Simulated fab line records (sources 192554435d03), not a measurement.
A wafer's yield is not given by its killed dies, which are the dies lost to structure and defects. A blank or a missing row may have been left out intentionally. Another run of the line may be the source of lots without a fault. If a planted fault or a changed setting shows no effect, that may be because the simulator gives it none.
Split-lot experiment :: flow n5-finfet :: route with 1938 steps; 7 lots, 21 wafers read

THE SPLIT
At N5_BEOL_M6_ETCH_62 (etches SOC in N2/H2, target depth 110 nm, overetch 22 nm, time 165 s), the setting time-s was moved away from the recipe's 165 s on 8 of the 21 wafers read, by -15.2% to +15.9%. This setting was run at the recipe's value on the other wafers.

The reading comes from the split's own step.

THE READING
SiARC_of_BEOL_M6_COAT_60.thk-nm (the simulator's own value, which no gauge read), in nm, at N5_BEOL_M6_ETCH_62 (etches SOC in N2/H2, target depth 110 nm, overetch 22 nm, time 165 s). There is no usual value for it anywhere in the file. The 13 wafers here that ran the recipe average 28.3 nm, standard deviation 0.18 nm.

wafer: L076.2
tool, chamber at the split: rie-diel-02, 1
time-s as run, s: 165
against the recipe: recipe
SiARC_of_BEOL_M6_COAT_60.thk-nm, nm: 28.2
against lot-mates on the recipe: -

wafer: L076.3
tool, chamber at the split: rie-diel-02, 2,0
time-s as run, s: 165
against the recipe: recipe
SiARC_of_BEOL_M6_COAT_60.thk-nm, nm: 28.4
against lot-mates on the recipe: -

wafer: L076.4
tool, chamber at the split: rie-diel-02, 2,0
time-s as run, s: 165
against the recipe: recipe
SiARC_of_BEOL_M6_COAT_60.thk-nm, nm: 28.4
against lot-mates on the recipe: -

wafer: L078.1
tool, chamber at the split: rie-diel-03, 2,0
time-s as run, s: 191.3
against the recipe: +15.9%
SiARC_of_BEOL_M6_COAT_60.thk-nm, nm: 27
against lot-mates on the recipe: -1.2

wafer: L078.6
tool, chamber at the split: rie-diel-03, 2,0
time-s as run, s: 191.3
against the recipe: +15.9%
SiARC_of_BEOL_M6_COAT_60.thk-nm, nm: 27
against lot-mates on the recipe: -1.2

wafer: L078.4
tool, chamber at the split: rie-diel-03, 1
time-s as run, s: 165
against the recipe: recipe
SiARC_of_BEOL_M6_COAT_60.thk-nm, nm: 28.2
against lot-mates on the recipe: -

wafer: L079.1
tool, chamber at the split: rie-diel-04, 3
time-s as run, s: 154.8
against the recipe: -6.2%
SiARC_of_BEOL_M6_COAT_60.thk-nm, nm: 28.6
against lot-mates on the recipe: +0.4

wafer: L079.2
tool, chamber at the split: rie-diel-04, 2
time-s as run, s: 165
against the recipe: recipe
SiARC_of_BEOL_M6_COAT_60.thk-nm, nm: 28.2
against lot-mates on the recipe: -

wafer: L079.4
tool, chamber at the split: rie-diel-04, 0
time-s as run, s: 154.8
against the recipe: -6.2%
SiARC_of_BEOL_M6_COAT_60.thk-nm, nm: 28.4
against lot-mates on the recipe: +0.2

wafer: L084.1
tool, chamber at the split: rie-diel-03, 0
time-s as run, s: 165
against the recipe: recipe
SiARC_of_BEOL_M6_COAT_60.thk-nm, nm: 28
against lot-mates on the recipe: -

wafer: L084.6
tool, chamber at the split: rie-diel-03, 0
time-s as run, s: 165
against the recipe: recipe
SiARC_of_BEOL_M6_COAT_60.thk-nm, nm: 28
against lot-mates on the recipe: -

wafer: L084.3
tool, chamber at the split: rie-diel-03, 3
time-s as run, s: 139.9
against the recipe: -15.2%
SiARC_of_BEOL_M6_COAT_60.thk-nm, nm: 29.6
against lot-mates on the recipe: +1.6

wafer: L087.1
tool, chamber at the split: rie-diel-03, 0
time-s as run, s: 177.3
against the recipe: +7.5%
SiARC_of_BEOL_M6_COAT_60.thk-nm, nm: 27.2
against lot-mates on the recipe: -1.4

wafer: L087.4
tool, chamber at the split: rie-diel-03, 0
time-s as run, s: 177.3
against the recipe: +7.5%
SiARC_of_BEOL_M6_COAT_60.thk-nm, nm: 27.4
against lot-mates on the recipe: -1.2

wafer: L087.5
tool, chamber at the split: rie-diel-03, 3
time-s as run, s: 165
against the recipe: recipe
SiARC_of_BEOL_M6_COAT_60.thk-nm, nm: 28.6
against lot-mates on the recipe: -

wafer: L088.1
tool, chamber at the split: rie-diel-04, 1,2
time-s as run, s: 165
against the recipe: recipe
SiARC_of_BEOL_M6_COAT_60.thk-nm, nm: 28.2
against lot-mates on the recipe: -

wafer: L088.6
tool, chamber at the split: rie-diel-04, 1,2
time-s as run, s: 165
against the recipe: recipe
SiARC_of_BEOL_M6_COAT_60.thk-nm, nm: 28.2
against lot-mates on the recipe: -

wafer: L088.5
tool, chamber at the split: rie-diel-04, 3
time-s as run, s: 165
against the recipe: recipe
SiARC_of_BEOL_M6_COAT_60.thk-nm, nm: 28.6
against lot-mates on the recipe: -

wafer: L090.3
tool, chamber at the split: rie-diel-04, 0
time-s as run, s: 154.2
against the recipe: -6.5%
SiARC_of_BEOL_M6_COAT_60.thk-nm, nm: 28.6
against lot-mates on the recipe: +0.4

wafer: L090.5
tool, chamber at the split: rie-diel-04, 0,1
time-s as run, s: 165
against the recipe: recipe
SiARC_of_BEOL_M6_COAT_60.thk-nm, nm: 28.2
against lot-mates on the recipe: -

wafer: L090.6
tool, chamber at the split: rie-diel-04, 0,1
time-s as run, s: 165
against the recipe: recipe
SiARC_of_BEOL_M6_COAT_60.thk-nm, nm: 28.2
against lot-mates on the recipe: -
Rows listing several chambers each stand for several wafers; the file does not say which wafer went through which chamber.

FIT RESULTS
A straight line over all 21 wafers: SiARC_of_BEOL_M6_COAT_60.thk-nm changes by -0.0818 nm for each +1% of time-s; r = -0.94; the points scatter about the line by 0.21 nm.
The same after taking each lot's own level away (the mean of its wafers on the recipe; 21 wafers): -0.0903 nm for each +1%; r = -0.93; scatter 0.25 nm.
Per that fit: largest time-s move, reading shift of 1.4 nm.
Across the lots, their own levels run from 28.00 to 28.60 nm, a range of 3.3 times the standard deviation given above.
Consequently the slope shifts little with the lot-to-lot level, the two slopes agreeing.
Check: with one of the wafers moved furthest among these (+15.9%) left out of the fit, the line predicts -1.62 nm for it against its lot-mates. It came out at -1.2 nm against them.

ADDITIONAL SPLITS CARRIED BY THESE WAFERS
Note: prior to the reading, these wafers also went through further splits. Each is held against what the fit with the lots' levels taken away leaves over:
other split on the same wafers: N5_BEOL_M4_EXPOSE_08 dose-mj
wafers away from the commonest value: 4
r with SiARC_of_BEOL_M6_COAT_60.thk-nm (lot level and that fit taken away): -0.27

other split on the same wafers: N5_BEOL_M5_HM_DEP_02 target-thk-a
wafers away from the commonest value: 7
r with SiARC_of_BEOL_M6_COAT_60.thk-nm (lot level and that fit taken away): +0.12

other split on the same wafers: N5_BEOL_M5_COAT_60 time-s
wafers away from the commonest value: 6
r with SiARC_of_BEOL_M6_COAT_60.thk-nm (lot level and that fit taken away): -0.04

other split on the same wafers: N5_BEOL_M5_COAT_66 spin-rpm
wafers away from the commonest value: 5
r with SiARC_of_BEOL_M6_COAT_60.thk-nm (lot level and that fit taken away): -0.05

other split on the same wafers: N5_BEOL_M5_EXPOSE_25 dose-mj
wafers away from the commonest value: 5
r with SiARC_of_BEOL_M6_COAT_60.thk-nm (lot level and that fit taken away): -0.18

THE WHOLE CHAIN: every reading that the file lists as answering this split, in the file's order
step: N5_BEOL_M6_ETCH_62
what it does: etches SOC in N2/H2, target depth 110 nm, overetch 22 nm, time 165 s
reading: SiARC_of_BEOL_M6_COAT_60.thk-nm (the simulator's own value, which no gauge read)
change (the file's fit): -0.0926 nm for each +1% of the setting
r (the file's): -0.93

step: N5_BEOL_M6_HM_OPEN_17
what it does: chemistry Cl2/BCl3, target TiN, target depth 20 nm, overetch 6 nm
reading: etch.depth-nm (the simulator's own value, which no gauge read)
change (the file's fit): not straight: 19.66 at the lowest setting, 19.94 at the recipe, 16.97 at the highest
r (the file's): not given

THE FILE'S OWN FIT
SiARC_of_BEOL_M6_COAT_60.thk-nm changes by -0.0926 nm for each +1% of time-s, r = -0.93.
